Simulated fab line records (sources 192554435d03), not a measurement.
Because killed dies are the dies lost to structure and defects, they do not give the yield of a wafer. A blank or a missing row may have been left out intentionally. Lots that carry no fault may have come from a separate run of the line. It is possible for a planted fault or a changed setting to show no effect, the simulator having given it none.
fab line records    flow n5_finfet
record: lots: 3  wafers: 9  last_day: 18
route steps=1938 shown BEOL_M1@831 BEOL_M2@841 BEOL_M4@1111
lots that met no fault: taken from a fault-free run of the same line
start_h: hours from the record's opening day to when the first of the lot's shown wafers began    wait_h: hours from the lot's prior step to this one    " as in the row above    L1.1+2: a single row standing in for several wafers    - either no value or no given start    * or withheld: withheld    < > ~ a bound
route shown NAME@n: NAME is a module with steps in the file, n the number in the route of the first one    usual: mean/standard deviation of fault-free wafers    same: alike in all rows    chamber/n: place in a boat    sites: each site's reading    _std_site: their standard deviation    _edge_site: outer sites' mean less inner sites'    radius_mm: for every site, how far away it sits from the centre of the wafer    mask NAME#n: copy n    behind: tool/chamber where the wafer was last shaped    hold: reason for holding the lot/hours on hold/outcome of the hold    device: which transistor (n, p or np) failed to switch    end of line: the route-end tests of the same wafers    step lacking rows: just its recipe    killed: the dies lost at the first sort to structure and to defects; this is not the yield of the wafer    map: the dies of a wafer, with x for killed, . for not killed, _ for no die there
set.NAME: setting as actually run; set.NAME@STEP: the setting as run at that earlier step    model.NAME: the simulator's own value behind a step, which no gauge read
lots at some steps of the route; a table a step, a row a wafer
services: from which hour (start_h, from the record's first day; less than 0 if before it) a tool's chamber was out of use, for how many hours, and why
== steps ==
step: N5_BEOL_M1_ECD_50
recipe: material: Cu  target_thk_a: 3000
step: N5_BEOL_M1_ANNEAL_51
recipe: temp_c: 225  time_s: 90  ambient: N2
step: N5_BEOL_M1_CMP_52
recipe: stop_on: SiOC  t_overpolish_s: 6.8  down_force_psi: 1  platen_rpm: 50  clearing_platen_down_force_psi: 1.5  clearing_platen_rpm: 50  post_cmp_clean: cu_alkaline  target_thk_nm: 40  clearing_platen_pad_velocity_m_s: 0.99484  pad_velocity_m_s: 0.99484
step: N5_BEOL_M1_PRE_CLEAN_60
recipe: gas: NH3/H2  time_s: 15  temp_c: *  rf_power_w: 300
step: N5_BEOL_M1_CO_CAP_55
recipe: material: Co  target_thk_a: 20  temp_c: 200  precursor: CCTBA/H2  pressure_torr: 30  time_s: 102.1
step: N5_BEOL_M1_PRE_CLEAN_56
recipe: gas: NH3  time_s: 15  temp_c: withheld  rf_power_w: 300
step: N5_BEOL_M1_DEP_57
recipe: material: SiCN  target_thk_a: 80  temp_c: withheld  precursor: 3MS/NH3  pressure_torr: 3  rf_w: 202  time_s: 14
step: N5_BEOL_M2_ILD_DEP_00
recipe: material: SiOC  target_thk_a: 790  temp_c: 350  precursor: DEMS/O2  pressure_torr: 5  rf_w: 500  time_s: 15.3
step: N5_BEOL_M2_PECVD_72
recipe: material: SiO2  target_thk_a: 160  temp_c: 400  precursor: TEOS/O2  pressure_torr: 5.5  rf_w: 450  teos_flow_sccm: 53.8  gas: O2  flow_sccm: 3000  time_s: 18
usual: chamber_pressure_Torr: 5.500/0.013  heater_power_w: 698/94  showerhead_plenum_p_Torr: 8.78/0.04  susceptor_temp_C: 400.02/0.23  throttle_valve_pct: 22.0/0.88
lot.wafer  tool      chamber  start_h  wait_h  chamber_pressure_Torr  heater_power_w  showerhead_plenum_p_Torr  susceptor_temp_C  throttle_valve_pct  model.SiO2_of_BEOL_M2_PECVD_72.thk_nm
L791.3     pecvd-02  2        167.24   0.0     5.496                  705             8.80                      399.92            21.4                15.8
L791.4     "         0        "        "       5.508                  567             8.79                      400.16            21.6                16
L791.6     "         1        "        "       5.483                  678             8.79                      399.94            21.1                16.2
L804.1     pecvd-02  0        243.93   0.0     5.497                  644             8.75                      408.94            21.9                14.8
L804.4     "         0        "        "       5.515                  630             8.76                      409.13            22.1                15
L804.5     "         2        "        "       5.492                  841             8.80                      399.87            21.4                16.4
L809.2     pecvd-04  0        270.19   0.0     5.499                  893             8.76                      400.30            21.0                15.8
L809.4     "         1        "        "       5.518                  674             8.78                      399.88            21.8                16
L809.6     "         0        "        "       5.488                  903             8.76                      400.19            21.2                16.2
step: N5_BEOL_M2_HM_DEP_02
recipe: material: TiN  target_thk_a: 200  temp_c: 25  chamber_pressure_pa: 0.49996
step: N5_BEOL_M2_COAT_61
recipe: resist: SOC  temp_c: 250  time_s: 60  spin_rpm: 1500  resist_thk_nm: 60
step: N5_BEOL_M2_COAT_62
recipe: resist: SiARC  temp_c: 220  time_s: 60  spin_rpm: 1500  resist_thk_nm: 12
step: N5_BEOL_M2_COAT_73
recipe: resist: underlayer  temp_c: 205  time_s: 60  spin_rpm: 1500  resist_thk_nm: 5
step: N5_BEOL_M2_COAT_05
recipe: resist: CAR-EUV  spin_rpm: 1500  resist_thk_nm: 30
step: N5_BEOL_M2_EBR_07
recipe: solvent: PGMEA  ebr_width_mm: 1.5
step: N5_BEOL_M2_SOFTBAKE_06
recipe: temp_c: 110  time_s: 60  resist: CAR-EUV
step: N5_BEOL_M2_EXPOSE_08
recipe: mask_id: M2  na: 0.33  source_shape: dipole  sigma_inner: 0.369  sigma_outer: 0.767  polarization: unpolarized  dose_mj: 41.25
step: N5_BEOL_M2_PEB_09
recipe: peb_temp_c: 100  peb_time_s: 60  resist: CAR-EUV
step: N5_BEOL_M2_DEVELOP_10
recipe: develop_time_s: 30  developer: TMAH  resist: CAR-EUV  rinse_liquid: surfactant_rinse  dry: air_spin  dev_temp_c: 23
step: N5_BEOL_M2_DESCUM_16
recipe: chemistry: O2  time_s: 7  source_power_w: 50  bias_power_w: 20  pressure_mtorr: 20  rf_frequency_hz: 2.712e+07  temp_c: 40  resist: CAR-EUV  o2_flow_sccm: 225
step: N5_BEOL_M2_ETCH_74
recipe: chemistry: N2/H2  target: underlayer  target_depth_a: 65  mask_material: CAR-EUV  time_s: 5.2  ion_energy_ev: 200  pressure_mtorr: 30  source_w: 840  bias_w: 150  n2_flow_sccm: 200  h2_flow_sccm: 200  ends: cleared
step: N5_BEOL_M2_ETCH_63
recipe: chemistry: CF4  target: SiARC  target_depth_a: 156  mask_material: CAR-EUV  time_s: 26  ion_energy_ev: 80  pressure_mtorr: 40  source_w: 545  bias_w: 36  Ar_flow_sccm: 100  cf4_flow_sccm: 100  ends: cleared
step: N5_BEOL_M2_ETCH_64
recipe: chemistry: N2/H2  target: SOC  target_depth_a: 750  overetch_a: 225  mask_material: SiARC  temp_c: 40  time_s: 121.9  ion_energy_ev: 200  pressure_mtorr: 30  source_w: 840  bias_w: 150  n2_flow_sccm: 200  h2_flow_sccm: 200
step: N5_BEOL_M2_STRIP_65
recipe: chemistry: N2/H2  temp_c: 40  n2_flow_sccm: 200  h2_flow_sccm: 200  rf_frequency_hz: 6e+07
step: N5_BEOL_M2_STRIP_75
recipe: chemistry: N2/H2  temp_c: 40  n2_flow_sccm: 200  h2_flow_sccm: 200  rf_frequency_hz: 6e+07
step: N5_BEOL_M2_STRIP_66
recipe: chemistry: CF4  resist: SiARC  power_w: 300  bias_power_w: 75  pressure_mtorr: 50  cf4_flow_sccm: 150  rf_frequency_hz: 6e+07
step: N5_BEOL_M2_HM_OPEN_17
recipe: chemistry: Cl2/BCl3  target_depth_a: 200  overetch_a: 60  target: TiN  mask_material: SOC  ion_energy_ev: 150  pressure_mtorr: 10  icp_w: 1000  bias_w: 126  Cl2_flow_sccm: 53.25  bcl3_flow_sccm: 21.75  Ar_flow_sccm: 25
step: N5_BEOL_M2_STRIP_19
recipe: chemistry: O2  power_w: 400  temp_c: 40  pressure_mtorr: 30  rf_frequency_hz: 6e+07  bias_power_w: 0  overash_fraction: 0.2  o2_flow_sccm: 225
step: N5_BEOL_M2_COAT_67
recipe: resist: SOC  temp_c: 250  time_s: 60  spin_rpm: 1500  resist_thk_nm: 60
step: N5_BEOL_M2_COAT_68
recipe: resist: SiARC  temp_c: 220  time_s: 60  spin_rpm: 1500  resist_thk_nm: 12
step: N5_BEOL_M2_COAT_76
recipe: resist: underlayer  temp_c: 205  time_s: 60  spin_rpm: 1500  resist_thk_nm: 5
step: N5_BEOL_M2_COAT_22
recipe: resist: CAR-EUV  spin_rpm: 1500  resist_thk_nm: 30
step: N5_BEOL_M2_EBR_24
recipe: solvent: PGMEA  ebr_width_mm: 1.5
step: N5_BEOL_M2_SOFTBAKE_23
recipe: temp_c: 110  time_s: 60  resist: CAR-EUV
step: N5_BEOL_M2_HM_STRIP_39
recipe: chemistry: peroxide_tin_strip  material: TiN  target_depth_a: 250  temp_c: 50  time_s: 158
lot.wafer  tool          chamber  start_h  wait_h  model.SiO2_of_BEOL_M2_PECVD_72.thk_nm
L791.3     wet_bench-06  7        177.80   0.0     15.6
L791.4     "             5        "        "       15.8
L791.6     "             2        "        "       16
L804.1     wet_bench-04  0        248.50   0.0     14.6
L804.4     "             2        "        "       15
L804.5     "             7        "        "       16.2
L809.2     wet_bench-06  1        280.98   0.0     15.6
L809.4     "             7        "        "       15.8
L809.6     "             0        "        "       16
step: N5_BEOL_M4_RC_MEAS_101
usual: DIBL_N: 35.8/1.6  DIBL_P: 36.0/1.9  IOFF_N: 0.151/0.029  IOFF_P: 0.21/0.037  ION_N: 673/12  ION_P: 463/7.3  SS_N: 71.5/0.58  SS_P: 73.2/0.61  VT_N: 251/3.3  VT_P: -250/3.3
lot.wafer  tool       chamber  start_h  wait_h  DIBL_N[mV/V]  DIBL_P[mV/V]  IOFF_N[nA/um]  IOFF_P[nA/um]  ION_N[uA/um]  ION_P[uA/um]  SS_N[mV/dec]  SS_P[mV/dec]  VT_N[mV]  VT_P[mV]
L791.3     prober-02  0        209.02   0.3     37.5          37.6          0.156          0.22           670           465           71.6          73.0          248       -250
L791.4     "          0        "        "       35.1          34.3          0.117          0.18           663           454           70.5          72.3          253       -250
L791.6     "          0        "        "       38.4          38.3          0.168          0.24           686           472           71.8          73.1          250       -248
L804.1     prober-01  0        277.28   0.0     36.1          36.7          0.174          0.22           691           473           71.8          73.6          247       -252
L804.4     "          0        "        "       33.0          32.3          0.112          0.16           659           455           70.5          72.4          255       -251
L804.5     "          0        "        "       33.6          33.6          0.128          0.17           677           463           71.3          73.2          252       -251
L809.2     prober-02  0        314.35   0.2     34.0          33.1          0.109          0.16           654           455           71.3          72.6          255       -255
L809.4     "          0        "        "       35.1          34.7          0.127          0.18           667           461           71.6          73.5          254       -255
L809.6     "          0        "        "       35.0          35.0          0.129          0.18           665           455           71.3          72.5          253       -254
== services ==
tool          chamber  start_h  hours  kind
wet_bench-06  -        148.52   2.5    repair
pecvd-04      0        166.05   -      clean
pecvd-04      0        166.05   29.5   scheduled_down
pecvd-04      0        166.05   29.5   vent_cycle
pecvd-02      0        181.80   2.1    scheduled_down
pecvd-02      1        197.56   2.1    scheduled_down
pecvd-04      2        202.38   -      clean
pecvd-04      2        202.38   -      consumable_replace:showerhead
pecvd-04      2        202.38   29.0   scheduled_down
pecvd-04      2        202.38   29.0   vent_cycle
pecvd-02      -        265.94   6.0    pm
== key ==
first_sign: step: N5_BEOL_M2_PECVD_72  reading: susceptor_temp_C  direction: up  sigmas: 39  usual: *  struck: *
effect none on later readings
model_effect: step: N5_BEOL_M2_PECVD_72  value: SiO2_of_BEOL_M2_PECVD_72.thk_nm  without: 15.9  struck: 14.9
model_effect: step: N5_BEOL_M2_HM_STRIP_39  value: SiO2_of_BEOL_M2_PECVD_72.thk_nm  without: 15.7  struck: 14.8
met_at N5_BEOL_M2_PECVD_72
struck_wafers L804.1,L804.4
onset_between 167.24 243.93
fault: kind: process_parameter_drift  tool: pecvd-02  chamber: 0  onset_h: 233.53  steps: N5_BEOL_M2_PECVD_72  channel: temp_c  offset: *  shape: step  end_h: 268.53  acts_in: *  stated: *
